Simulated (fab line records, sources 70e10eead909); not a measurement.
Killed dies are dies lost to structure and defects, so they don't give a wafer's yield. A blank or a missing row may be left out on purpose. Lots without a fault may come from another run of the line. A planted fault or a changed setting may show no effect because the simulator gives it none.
Which tool did it? | flow nand_harc | 12 lots, 36 wafers sampled, at 5 steps of a route of 1302

WHAT THE GAUGES READ, wafer by wafer
NHARC_P_M1_OVL_MEAS_10: pitch 260 nm. Usual: overlay_x_nm 0.0 nm, standard deviation 0.86; overlay_y_nm 0.0 nm, standard deviation 0.73.
lot  | measured     | on         | overlay_x_nm (nm) | overlay_y_nm (nm) | flag
L757 | day 6 11:57  | overlay-02 | -0.5 -0.5 -1.2    | 0.0 0.7 0.2       |
L758 | day 6 17:04  | overlay-01 | -0.6 -0.6 -0.4    | 0.6 0.0 0.6       |
L766 | day 9 22:28  | overlay-02 | 0.0 -0.2 -0.4     | 0.3 0.5 0.4       |
L769 | day 11 09:11 | overlay-01 | 0.0 0.2 0.5       | -0.3 -0.2 0.3     |
L771 | day 12 06:59 | overlay-01 | 0.5 0.2 1.1       | -0.3 -1.3 -0.9    |
L774 | day 13 08:22 | overlay-02 | -0.9 -1.1 -0.2    | -0.5 -0.2 -0.8    |
L775 | day 13 18:59 | overlay-02 | -0.3 0.2 0.1      | -0.2 -0.7 -1.1    |
L776 | day 13 23:00 | overlay-02 | 0.8 0.9 0.6       | 1.0 1.5 0.7       |
L777 | day 14 13:38 | overlay-01 | -0.3 0.4 -0.2     | 0.5 0.7 0.8       |
L778 | day 14 23:47 | overlay-01 | -0.2 -0.1 0.3     | -0.2 0.1 0.1      |
L779 | day 15 04:59 | overlay-01 | 0.5 0.1 -0.4      | -0.6 -0.8 -0.4    |
L780 | day 15 21:02 | overlay-02 | 0.6 0.2 0.6       | 0.0 -0.3 -0.4     |

NHARC_END_SORT_01. Usual: defect_limited_yield 91.1 %, standard deviation 2.9; killed_at_array 55, standard deviation 20; killed_at_other 0.7, standard deviation 0.96; killed_at_periphery 4.1, standard deviation 2.4; killed_dies 60, standard deviation 20; killed_open 3.3, standard deviation 1.9; killed_short 2.8, standard deviation 1.6.
lot  | measured     | on        | defect_limited_yield (%) | killed_at_array | killed_at_other | killed_at_periphery | killed_dies | killed_open | killed_short | flag
L757 | day 24 23:40 | prober-01 | 88.6 89.5 88.5           | 67 65 72        | 0 0 0           | 10 6 6              | 77 71 78    | 5 1 5       | 4 4 5        |
L758 | day 25 01:41 | prober-02 | 97.2 96.6 97.2           | 18 20 16        | 1 1 1           | 0 2 2               | 19 23 19    | 3 2 1       | 1 1 1        |
L766 | day 28 14:19 | prober-01 | 95.0 94.5 96.0           | 25 31 19        | 1 0 0           | 8 6 8               | 34 37 27    | 5 3 2       | 1 1 4        |
L769 | day 29 18:56 | prober-01 | 89.4 90.5 89.1           | 64 55 62        | 3 1 3           | 5 8 9               | 72 64 74    | 3 2 3       | 1 3 3        |
L771 | day 30 19:53 | prober-02 | 89.2 90.7 90.1           | 68 59 61        | 0 0 2           | 5 4 4               | 73 63 67    | 6 7 6       | 4 4 1        |
L774 | day 31 21:07 | prober-01 | 89.5 90.3 86.0           | 64 64 87        | 0 0 0           | 7 2 8               | 71 66 95    | 2 3 7       | 2 0 6        |
L775 | day 32 04:08 | prober-01 | 86.1 87.7 85.8           | 93 83 95        | 0 0 0           | 1 0 1               | 94 83 96    | 3 1 3       | 3 0 4        |
L776 | day 32 01:04 | prober-02 | 95.1 96.6 93.5           | 31 20 35        | 0 0 1           | 2 3 8               | 33 23 44    | 3 3 7       | 1 2 4        |
L777 | day 32 17:46 | prober-01 | 94.5 95.9 95.1           | 33 23 30        | 2 2 1           | 2 3 2               | 37 28 33    | 5 1 2       | 3 2 1        |
L778 | day 33 14:46 | prober-02 | 92.6 92.8 93.2           | 45 47 44        | 0 0 0           | 5 2 2               | 50 49 46    | 6 3 2       | 2 3 3        |
L779 | day 33 14:43 | prober-01 | 87.7 87.7 87.9           | 80 80 79        | 1 0 0           | 2 3 3               | 83 83 82    | 5 3 3       | 3 2 0        |
L780 | day 34 07:01 | prober-01 | 88.0 90.3 89.8           | 78 63 64        | 1 0 0           | 2 3 5               | 81 66 69    | 2 4 2       | 9 4 3        |

WHICH TOOL RAN EACH LOT (tool, then ch and the chambers of the sampled wafers, then the start)
lot  | NHARC_P_M0_CMP_23             | NHARC_P_M1_ETCH_35                 | NHARC_P_M1_PRE_CLEAN_30
L757 | cmp-02 ch 2,3, day 6 10:01    | rie_diel-07 ch 1,2, day 6 12:11    | pvd_sputter-01, day 24 23:40 or earlier
L758 | cmp-04 ch 0,2,3, day 6 15:01  | rie_diel-03 ch 1,2,3, day 6 17:23  | pvd_sputter-02, day 25 01:41 or earlier
L766 | cmp-02 ch 0,1,2, day 9 20:33  | rie_diel-06 ch 1,2, day 9 22:39    | pvd_sputter-02, day 28 14:19 or earlier
L769 | cmp-02 ch 1,2,3, day 11 07:17 | rie_diel-03 ch 1,3, day 11 09:22   | pvd_sputter-01, day 29 18:56 or earlier
L771 | cmp-01 ch 1,2, day 12 05:05   | rie_diel-07 ch 0,2,3, day 12 07:12 | pvd_sputter-03, day 30 19:53 or earlier
L774 | cmp-01 ch 0,1, day 13 06:25   | rie_diel-06 ch 2,3, day 13 08:32   | pvd_sputter-03, day 31 21:07 or earlier
L775 | cmp-01 ch 1,2, day 13 17:02   | rie_diel-03 ch 0,1,3, day 13 19:11 | pvd_sputter-03, day 32 04:08 or earlier
L776 | cmp-02 ch 0,1,3, day 13 21:08 | rie_diel-07 ch 0,3, day 13 23:11   | pvd_sputter-03, day 32 01:04 or earlier
L777 | cmp-04 ch 0,2,3, day 14 11:41 | rie_diel-06 ch 1,2,3, day 14 13:50 | pvd_sputter-02, day 32 17:46 or earlier
L778 | cmp-01 ch 1,2,3, day 14 21:52 | rie_diel-06 ch 1,2,3, day 14 23:59 | pvd_sputter-03, day 33 14:46 or earlier
L779 | cmp-04 ch 1,2,3, day 15 03:02 | rie_diel-06 ch 1,3, day 15 05:11   | pvd_sputter-02, day 33 14:43 or earlier
L780 | cmp-01 ch 1,2,3, day 15 19:07 | rie_diel-06 ch 0,1,3, day 15 21:13 | pvd_sputter-02, day 34 07:01 or earlier
- NHARC_P_M0_CMP_23: polishes, t overpolish 20 s, target thk 117.54 nm.
- NHARC_P_M1_ETCH_35: etches the open film in N2/H2, target depth 40 nm, overetch 12 nm, time 43.94 s.
- NHARC_P_M1_PRE_CLEAN_30: time 30 s.

WHAT THE TOOLS THEMSELVES READ (means of the sampled wafers that have a number; where no wafer has one, the mark that the record gives instead)
NHARC_P_M0_CMP_23. Usual: motor_current_A 12.3 A, standard deviation 1.2; time_to_endpoint_s 29.5 s, standard deviation 2.7.
lot  | tool   | motor_current_A (A) | time_to_endpoint_s (s) | flag
L757 | cmp-02 | 12.2                | 26.1                   |
L758 | cmp-04 | 12.9                | 27.2                   |
L766 | cmp-02 | 13.1                | 30.7                   |
L769 | cmp-02 | 12.0                | 29.6                   |
L771 | cmp-01 | 12.2                | 28.6                   |
L774 | cmp-01 | 12.7                | 33.0                   |
L775 | cmp-01 | 12.1                | 33.0                   |
L776 | cmp-02 | 11.9                | 32.6                   |
L777 | cmp-04 | 12.7                | 27.0                   |
L778 | cmp-01 | 12.0                | 30.5                   |
L779 | cmp-04 | 12.4                | 28.5                   |
L780 | cmp-01 | 11.6                | 31.0                   |

NHARC_P_M1_ETCH_35. Usual: chamber_pressure_mTorr 29.998 mTorr, standard deviation 0.028; drypump_motor_current_A 5.7 A, standard deviation 0.48; mfc_ar_sccm 0.011 sccm, standard deviation 0.013; oes_product_au 1.000 a.u., standard deviation 0.012; rf_vpp_V 431.0 V, standard deviation 2.8; run_length_s 65.3 s, standard deviation 0.41; showerhead_plenum_p_Torr 2.06 Torr, standard deviation 0.098; throttle_valve_pct 14.171 %, standard deviation 0.0087.
lot  | tool        | chamber_pressure_mTorr (mTorr) | drypump_motor_current_A (A) | mfc_ar_sccm (sccm) | oes_product_au (a.u.) | rf_vpp_V (V) | run_length_s (s) | showerhead_plenum_p_Torr (Torr) | throttle_valve_pct (%) | flag
L757 | rie_diel-07 | 29.998                         | 6.4                         | 0.001              | 0.993                 | 429.5        | 65.3             | 2.02                            | 14.172                 |
L758 | rie_diel-03 | 30.006                         | 5.4                         | 0.007              | 0.995                 | 429.9        | 65.6             | 2.04                            | 14.177                 |
L766 | rie_diel-06 | 29.999                         | 5.2                         | 0.024              | 1.010                 | 429.5        | 58.1             | 1.98                            | 14.179                 | OFF
L769 | rie_diel-03 | 30.002                         | 5.4                         | 0.007              | 0.999                 | 430.4        | 65.1             | 2.03                            | 14.164                 |
L771 | rie_diel-07 | 29.985                         | 5.7                         | 0.008              | 1.005                 | 428.1        | 65.7             | 1.97                            | 14.171                 |
L774 | rie_diel-06 | 30.020                         | 5.7                         | 0.023              | 1.004                 | 432.8        | 65.1             | 2.11                            | 14.171                 |
L775 | rie_diel-03 | 29.982                         | 5.3                         | 0.007              | 1.008                 | 429.6        | 65.2             | 1.98                            | 14.172                 |
L776 | rie_diel-07 | 29.988                         | 5.3                         | 0.016              | 1.006                 | 428.3        | 65.6             | 1.97                            | 14.168                 |
L777 | rie_diel-06 | 29.981                         | 5.5                         | 0.018              | 0.990                 | 431.7        | 65.2             | 2.07                            | 14.172                 |
L778 | rie_diel-06 | 29.989                         | 5.5                         | 0.018              | 0.990                 | 431.0        | 65.2             | 2.07                            | 14.174                 |
L779 | rie_diel-06 | 29.975                         | 5.5                         | 0.006              | 0.999                 | 432.4        | 65.3             | 2.11                            | 14.169                 |
L780 | rie_diel-06 | 30.006                         | 5.6                         | 0.006              | 0.991                 | 432.2        | 65.2             | 2.11                            | 14.168                 |

NHARC_P_M1_PRE_CLEAN_30. Usual: heater_power_w 419 W, standard deviation 51.
lot  | tool           | heater_power_w (W) | flag
L757 | pvd_sputter-01 | 504                |
L758 | pvd_sputter-02 | 400                |
L766 | pvd_sputter-02 | 404                |
L769 | pvd_sputter-01 | 496                |
L771 | pvd_sputter-03 | 382                |
L774 | pvd_sputter-03 | 377                |
L775 | pvd_sputter-03 | 381                |
L776 | pvd_sputter-03 | 376                |
L777 | pvd_sputter-02 | 401                |
L778 | pvd_sputter-03 | 379                |
L779 | pvd_sputter-02 | 407                |
L780 | pvd_sputter-02 | 402                |

THE ANSWER, worked out from the rows above alone
Rule: a lot is off if the mean of its wafers that have a number lies more than 3 standard deviations from the usual mean. A lot without any number at a reading at which 4 lots or more have one is off too. The other lots that the step has rows for count as sound. The gauges are gone through in route order, then the tools' own readings, and for those a lot's mean is taken as printed above. The first step at which some lot is off is used, and at that step the reading that is off furthest; a lot without a number counts as furthest.
Off: L766, at NHARC_P_M1_ETCH_35 (run_length_s).
A tool fits if, at that step or a process step before it, it ran every lot that is off, and no sound lot after the first of them. None of those tried fits.

WHAT THE SIMULATOR HAD PUT IN
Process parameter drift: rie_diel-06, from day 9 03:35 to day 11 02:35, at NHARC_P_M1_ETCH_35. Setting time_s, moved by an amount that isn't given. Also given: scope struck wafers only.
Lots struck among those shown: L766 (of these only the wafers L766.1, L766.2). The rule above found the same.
